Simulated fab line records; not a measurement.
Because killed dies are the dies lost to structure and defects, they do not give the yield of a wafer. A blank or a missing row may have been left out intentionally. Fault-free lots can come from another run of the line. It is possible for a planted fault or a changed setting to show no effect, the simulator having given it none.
Matching of chambers -- flow nand harc -- 3 sister chambers for NHARC_A_SLIT_DEP_25 on pecvd-01
The step deposits SiO2, target thk 200 nm. 6 wafers are shown with their chamber, then 7 later ones without.

== WAFERS WITH THEIR CHAMBER ==
wafer,chamber,heater power w (W),heater power outer w (W)
L853.5,0,598,297
L856.2,2,490,242
L856.5,0,553,279
L856.6,1,657,344
L857.3,2,579,314
L857.4,1,731,397

== WAFERS WITH NO CHAMBER GIVEN ==
wafer,heater power w (W),heater power outer w (W)
L857.5,586,316
L863.1,527,262
L863.2,606,341
L863.5,636,345
L865.1,493,239
L865.2,689,365
L865.6,694,373

== WHICH CHAMBER EACH WENT THROUGH ==
wafer,from the rows above,in truth
L857.5,can't be placed: 0 or 2 or 1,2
L863.1,can't be placed: 2 or 0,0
L863.2,can't be placed: 0 or 1 or 2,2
L863.5,can't be placed: 1 or 0 or 2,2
L865.1,can't be placed: 2 or 0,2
L865.2,1,1
L865.6,1,1
2 of 7 placed correctly. Can't be placed from these rows: 5 (the true chamber is among the candidates in 5). Placed wrongly: 0.
How it was worked out, from the rows above alone: a wafer's distance from a chamber is the root of the sum, over the readings, of the square of ((its reading less the chamber's mean) divided by the reading's scatter). If the next closest chamber is less than 2 further off than the closest, the wafer can't be placed; otherwise it belongs to the closest. A chamber's mean is the mean of its shown wafers. How the scatter is found: for the shown wafers, subtract from each reading the mean of its chamber, square and add these, divide the total by (wafers less chambers), then take the root.
